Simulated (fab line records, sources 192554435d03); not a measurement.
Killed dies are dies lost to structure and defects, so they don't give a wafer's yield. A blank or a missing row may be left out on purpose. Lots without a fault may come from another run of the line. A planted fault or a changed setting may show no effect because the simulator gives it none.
Which tool did it? | flow n5_finfet | 9 lots, 26 wafers sampled, at 7 steps of a route of 1938

WHAT THE GAUGES READ, wafer by wafer
N5_BEOL_M0_SAQP_CD_MEAS_14: target cd 42.5 nm.
lot  | measured     | on        | cd_nm (nm)
L259 | day 5 11:29  | cd_sem-01 | 42.6 43.2
L265 | day 7 02:17  | cd_sem-01 | 42.9 42.6 43.0
L270 | day 8 03:38  | cd_sem-02 | 42.4 42.4 42.0
L271 | day 8 14:11  | cd_sem-03 | 42.2 41.9 41.7
L272 | day 9 05:56  | cd_sem-02 | 42.6 42.1 42.4
L274 | day 9 14:11  | cd_sem-03 | 42.9 42.4 43.0
L275 | day 9 21:08  | cd_sem-01 | 42.3 42.4 42.8
L277 | day 10 13:06 | cd_sem-03 | 42.9 43.0 42.5
L281 | day 11 00:12 | cd_sem-02 | 42.8 42.2 42.5

N5_BEOL_M0_SAQP_OVL_MEAS_41.
lot  | measured     | on         | M0_CUT1_OVL (nm)
L259 | day 5 15:43  | overlay-02 | 0.2 0.5
L265 | day 7 07:01  | overlay-01 | -0.3 0.1 -0.1
L270 | day 8 08:51  | overlay-02 | -0.5 0.0 -0.1
L271 | day 8 18:11  | overlay-02 | -0.3 -1.2 -0.9
L272 | day 9 10:05  | overlay-02 | 0.7 0.2 0.3
L274 | day 9 19:16  | overlay-01 | 0.0 -0.9 -1.5
L275 | day 10 01:42 | overlay-01 | 0.6 -0.2 0.2
L277 | day 10 18:55 | overlay-01 | -0.4 -0.2 -0.2
L281 | day 11 04:23 | overlay-02 | 0.6 0.6 -0.4

N5_BEOL_M0_SAQP_INSPECT_42: inspects for defects (brightfield).
lot  | measured     | on                | raw_defect_count
L259 | day 5 15:47  | defect_inspect-01 | 268 290
L265 | day 7 07:04  | defect_inspect-01 | 285 219 331
L270 | day 8 08:55  | defect_inspect-01 | 1300 1325 1408
L271 | day 8 18:15  | defect_inspect-01 | 1388 1312 1291
L272 | day 9 10:07  | defect_inspect-02 | 238 196 254
L274 | day 9 19:20  | defect_inspect-01 | 445 315 421
L275 | day 10 01:46 | defect_inspect-01 | 230 436 246
L277 | day 10 18:58 | defect_inspect-02 | 177 150 227
L281 | day 11 04:27 | defect_inspect-01 | 235 253 214

N5_BEOL_M0_CUTY_INSPECT_59: inspects for defects (macro).
lot  | measured     | on                | raw_defect_count
L259 | day 5 17:41  | defect_inspect-01 | 2 0
L265 | day 7 08:34  | defect_inspect-02 | 1 1 2
L270 | day 8 10:52  | defect_inspect-02 | >300 >300 >300
L271 | day 8 19:44  | defect_inspect-01 | >300 >300 >300
L272 | day 9 11:31  | defect_inspect-02 | 1 3 1
L274 | day 9 20:43  | defect_inspect-02 | 0 5 2
L275 | day 10 03:44 | defect_inspect-01 | 0 4 2
L277 | day 10 20:51 | defect_inspect-01 | 2 5 4
L281 | day 11 06:13 | defect_inspect-01 | 1 1 0

N5_BEOL_M4_RC_MEAS_101.
lot  | measured     | on        | DIBL_N (mV/V)  | DIBL_P (mV/V) | IOFF_N (nA/um) | IOFF_P (nA/um) | ION_N (uA/um) | ION_P (uA/um) | SS_N (mV/dec)  | SS_P (mV/dec)  | VT_N (mV)   | VT_P (mV)
L259 | day 8 12:38  | prober-02 | 34.2 31.6      | 33 31         | 0.13 0.10      | 0.19 0.15      | 673 662       | 461 464       | 70.8 70.7      | 72.6 71.8      | 251 255     | -249 -252
L265 | day 10 03:30 | prober-01 | 33.9 39.9 42.3 | 34 41 44      | 0.13 0.23 0.33 | 0.19 0.32 0.39 | 668 698 712   | 462 479 481   | 70.8 72.1 73.3 | 72.4 74.7 75.4 | 252 244 240 | -251 -244 -241
L270 | day 10 21:34 | prober-02 | 31.2 33.6 37.8 | 31 33 37      | 0.09 0.11 0.19 | 0.12 0.14 0.20 | 658 654 684   | 454 450 463   | 70.4 70.6 72.6 | 71.5 72.9 73.5 | 258 256 248 | -259 -258 -253
L271 | day 11 05:14 | prober-02 | 32.9 35.1 36.9 | 32 34 37      | 0.09 0.12 0.15 | 0.14 0.16 0.19 | 649 669 671   | 452 460 461   | 71.6 71.0 71.4 | 72.4 73.0 73.3 | 257 257 255 | -256 -256 -251
L272 | day 12 03:50 | prober-02 | 35.6 36.5 37.9 | 37 38 39      | 0.17 0.19 0.21 | 0.22 0.23 0.25 | 685 698 689   | 473 475 469   | 72.0 71.4 71.4 | 73.4 73.2 73.7 | 249 247 245 | -248 -250 -244
L274 | day 12 03:56 | prober-01 | 35.7 35.8 35.6 | 35 37 35      | 0.14 0.15 0.16 | 0.22 0.27 0.23 | 679 676 697   | 467 478 488   | 71.4 71.1 71.5 | 73.6 73.7 73.8 | 252 251 247 | -247 -243 -243
L275 | day 12 09:24 | prober-02 | 37.0 36.2 36.2 | 39 36 36      | 0.18 0.16 0.15 | 0.28 0.22 0.21 | 683 672 682   | 471 460 465   | 71.1 71.4 70.8 | 73.8 73.6 73.3 | 246 246 246 | -245 -247 -248
L277 | day 13 04:21 | prober-01 | 34.7 35.7 31.3 | 35 36 31      | 0.12 0.15 0.09 | 0.18 0.20 0.13 | 676 675 652   | 471 468 453   | 70.4 71.0 69.6 | 72.4 72.7 72.6 | 255 252 257 | -254 -253 -257
L281 | day 13 09:18 | prober-02 | 30.2 31.0 31.3 | 29 30 30      | 0.08 0.09 0.09 | 0.11 0.11 0.12 | 665 646 648   | 457 447 442   | 70.0 70.0 69.9 | 72.5 72.4 72.0 | 259 257 259 | -258 -257 -259

WHICH TOOL RAN EACH LOT (tool, then ch and the chambers of the sampled wafers, then the start)
lot  | N5_BEOL_M0_SAQP_SPACER1_ALD_98    | N5_BEOL_M0_SAQP_ETCH_107
L259 | ald_sin-04 ch 0,3, day 5 12:28    | rie_diel-03 ch 0,1, day 5 13:56
L265 | ald_sin-04 ch 0,1,2, day 7 03:32  | rie_diel-03 ch 1,2, day 7 04:59
L270 | ald_sin-04 ch 0,1,3, day 8 06:04  | rie_diel-02 ch 0,1,2, day 8 07:31
L271 | ald_sin-04 ch 1,2,3, day 8 15:10  | rie_diel-03 ch 0,1, day 8 16:37
L272 | ald_sin-02 ch 2,3, day 9 07:10    | rie_diel-01 ch 2,3, day 9 08:36
L274 | ald_sin-03 ch 0,2, day 9 15:10    | rie_diel-03 ch 0,2,3, day 9 16:38
L275 | ald_sin-02 ch 0,2,3, day 9 22:21  | rie_diel-03 ch 1,2,3, day 10 00:10
L277 | ald_sin-03 ch 0,1,3, day 10 15:19 | rie_diel-01 ch 2,3, day 10 17:11
L281 | ald_sin-02 ch 0,3, day 11 01:31   | rie_diel-02 ch 0,1,3, day 11 03:04
- N5_BEOL_M0_SAQP_SPACER1_ALD_98: deposits SiO2, target thk 12.8 nm, pulse time 1 s, purge time 2 s.
- N5_BEOL_M0_SAQP_ETCH_107: etches SiNx in CH3F/O2, target depth 30 nm.

WHAT THE TOOLS THEMSELVES READ (means of the sampled wafers that have a number; where no wafer has one, the mark that the record gives instead)
N5_BEOL_M0_SAQP_SPACER1_ALD_98.
lot  | tool       | heater_power_w (W) | precursor_pulse_height_rel
L259 | ald_sin-04 | 494                | 1.009
L265 | ald_sin-04 | 460                | 1.001
L270 | ald_sin-04 | 490                | 1.014
L271 | ald_sin-04 | 446                | 0.984
L272 | ald_sin-02 | 495                | 1.013
L274 | ald_sin-03 | 435                | 0.993
L275 | ald_sin-02 | 504                | 1.027
L277 | ald_sin-03 | 509                | 0.996
L281 | ald_sin-02 | 505                | 1.008

N5_BEOL_M0_SAQP_ETCH_107.
lot  | tool        | drypump_motor_current_A (A) | oes_product_au (a.u.) | rf_vpp_V (V) | showerhead_plenum_p_Torr (Torr) | throttle_valve_pct (%)
L259 | rie_diel-03 | 5.2                         | 0.72                  | 298          | 2.02                            | 16.69
L265 | rie_diel-03 | 5.6                         | 0.69                  | 293          | 1.95                            | 16.80
L270 | rie_diel-02 | 5.7                         | 0.83                  | 296          | 2.00                            | 16.41
L271 | rie_diel-03 | 5.2                         | 0.69                  | 296          | 2.00                            | 16.78
L272 | rie_diel-01 | 6.1                         | 0.73                  | 292          | 1.96                            | 16.60
L274 | rie_diel-03 | 5.5                         | 0.81                  | 293          | 1.97                            | 16.48
L275 | rie_diel-03 | 5.3                         | 0.80                  | 290          | 1.94                            | 16.55
L277 | rie_diel-01 | 6.1                         | 0.72                  | 296          | 2.00                            | 16.38
L281 | rie_diel-02 | 5.5                         | 0.83                  | 297          | 2.00                            | 16.33

THE ANSWER, worked out from the rows above alone
Rule: what is usual is taken from the lots themselves. Put in order of their means at a reading, lots are off if they are a third of the lots or fewer, leave a main group of 4 or more, and stand apart from it by a gap of 3 or more times the standard deviation of the main group's means; of several such gaps the widest counts. A main group whose means are all the same, to the digits that the tables above print for the reading, isn't used. A lot without any number at a reading at which 4 lots or more have one is off too. The other lots that the step has rows for count as sound. The gauges are gone through in route order, then the tools' own readings, and for those a lot's mean is taken as printed above. The first step at which some lot is off is used, and at that step the reading that is off furthest; a lot without a number counts as furthest.
Off: L270, L271, at N5_BEOL_M0_SAQP_INSPECT_42 (raw_defect_count). The main group: mean 272, standard deviation 62.
A tool fits if, at a process step before that reading, it ran every lot that is off, and no sound lot after the first of them. The gauges at N5_BEOL_M0_SAQP_INSPECT_42 are tried like those tools. One fits: ald_sin-04 at N5_BEOL_M0_SAQP_SPACER1_ALD_98. Its last sound lot is L265 (day 7 03:32), its first lot that is off L270 (day 8 06:04): a fault that began between those two fits.

WHAT THE SIMULATOR HAD PUT IN
Chamber particle source: ald_sin-04, from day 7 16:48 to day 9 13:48, at N5_BEOL_M0_SAQP_SPACER1_ALD_98. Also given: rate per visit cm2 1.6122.
Lots struck among those shown: L270, L271. The rule above found the same.
